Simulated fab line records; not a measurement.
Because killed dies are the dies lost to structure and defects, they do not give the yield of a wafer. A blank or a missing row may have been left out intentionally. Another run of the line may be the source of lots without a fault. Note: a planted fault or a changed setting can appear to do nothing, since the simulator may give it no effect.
Matching of chambers :: flow n5Finfet :: 4 sister chambers for N5_DUMMY_REMOVAL_STRIP_10 on rieDiel-01
The step strips in N2/H2, time 40 s. 14 wafers are shown with their chamber, then 7 later ones without.

WAFERS WITH THEIR CHAMBER
wafer: L913.1
chamber: 0
drypumpMotorCurrentA (A): 5.5
showerheadPlenumPTorr (Torr): 3.30
throttleValvePct (%): 12.50

wafer: L913.4
chamber: 3
drypumpMotorCurrentA (A): 6.0
showerheadPlenumPTorr (Torr): 3.44
throttleValvePct (%): 11.90

wafer: L913.6
chamber: 2
drypumpMotorCurrentA (A): 5.3
showerheadPlenumPTorr (Torr): 3.28
throttleValvePct (%): 12.22

wafer: L914.2
chamber: 3
drypumpMotorCurrentA (A): 6.0
showerheadPlenumPTorr (Torr): 3.44
throttleValvePct (%): 11.93

wafer: L914.3
chamber: 0
drypumpMotorCurrentA (A): 5.5
showerheadPlenumPTorr (Torr): 3.30
throttleValvePct (%): 12.52

wafer: L914.6
chamber: 3
drypumpMotorCurrentA (A): 6.0
showerheadPlenumPTorr (Torr): 3.44
throttleValvePct (%): 11.93

wafer: L923.3
chamber: 1
drypumpMotorCurrentA (A): 5.4
showerheadPlenumPTorr (Torr): 3.31
throttleValvePct (%): 11.63

wafer: L923.4
chamber: 3
drypumpMotorCurrentA (A): 6.0
showerheadPlenumPTorr (Torr): 3.43
throttleValvePct (%): 11.96

wafer: L923.6
chamber: 2
drypumpMotorCurrentA (A): 5.3
showerheadPlenumPTorr (Torr): 3.27
throttleValvePct (%): 11.59

wafer: L927.1
chamber: 1
drypumpMotorCurrentA (A): 5.4
showerheadPlenumPTorr (Torr): 3.30
throttleValvePct (%): 11.66

wafer: L927.4
chamber: 0
drypumpMotorCurrentA (A): 5.5
showerheadPlenumPTorr (Torr): 3.29
throttleValvePct (%): 11.89

wafer: L927.5
chamber: 0
drypumpMotorCurrentA (A): 5.5
showerheadPlenumPTorr (Torr): 3.29
throttleValvePct (%): 11.90

wafer: L929.3
chamber: 3
drypumpMotorCurrentA (A): 6.1
showerheadPlenumPTorr (Torr): 3.42
throttleValvePct (%): 11.99

wafer: L929.4
chamber: 2
drypumpMotorCurrentA (A): 5.3
showerheadPlenumPTorr (Torr): 3.26
throttleValvePct (%): 11.63

SIGNATURES (averages over the wafers above)
reading: drypumpMotorCurrentA
chamber 0: 5.500
chamber 1: 5.400
chamber 2: 5.300
chamber 3: 6.020
scatter within a chamber: 0.0283

reading: showerheadPlenumPTorr
chamber 0: 3.2950
chamber 1: 3.3050
chamber 2: 3.2700
chamber 3: 3.4340
scatter within a chamber: 0.00819

reading: throttleValvePct
chamber 0: 12.2025
chamber 1: 11.6450
chamber 2: 11.8133
chamber 3: 11.9420
scatter within a chamber: 0.251
Rule: a wafer lies at a distance from a chamber equal to the root of the sum of squares, over the readings, of (its reading less the chamber's mean, divided by the reading's scatter). If the next closest chamber is less than 2 further off than the closest, the wafer can't be placed; otherwise it belongs to the closest. How the scatter is found: for the shown wafers, subtract from each reading the mean of its chamber, square and add these, divide the total by (wafers less chambers), then take the root.

WAFERS MISSING THEIR CHAMBER
wafer: L929.6
drypumpMotorCurrentA (A): 6.1
showerheadPlenumPTorr (Torr): 3.42
throttleValvePct (%): 12.00

wafer: L930.2
drypumpMotorCurrentA (A): 5.4
showerheadPlenumPTorr (Torr): 3.30
throttleValvePct (%): 11.66

wafer: L930.3
drypumpMotorCurrentA (A): 5.3
showerheadPlenumPTorr (Torr): 3.26
throttleValvePct (%): 11.64

wafer: L930.5
drypumpMotorCurrentA (A): 6.1
showerheadPlenumPTorr (Torr): 3.42
throttleValvePct (%): 12.00

wafer: L933.2
drypumpMotorCurrentA (A): 5.4
showerheadPlenumPTorr (Torr): 3.30
throttleValvePct (%): 11.69

wafer: L933.3
drypumpMotorCurrentA (A): 5.3
showerheadPlenumPTorr (Torr): 3.26
throttleValvePct (%): 11.63

wafer: L933.6
drypumpMotorCurrentA (A): 5.4
showerheadPlenumPTorr (Torr): 3.30
throttleValvePct (%): 11.68

WHICH CHAMBER EACH WENT THROUGH
wafer: L929.6
from the rows above: 3
in truth: 3

wafer: L930.2
from the rows above: 1
in truth: 1

wafer: L930.3
from the rows above: 2
in truth: 2

wafer: L930.5
from the rows above: 3
in truth: 3

wafer: L933.2
from the rows above: 1
in truth: 1

wafer: L933.3
from the rows above: 2
in truth: 2

wafer: L933.6
from the rows above: 1
in truth: 1
Correctly placed: 7 of 7. Number that these rows cannot place: 0. Placed wrongly: 0.
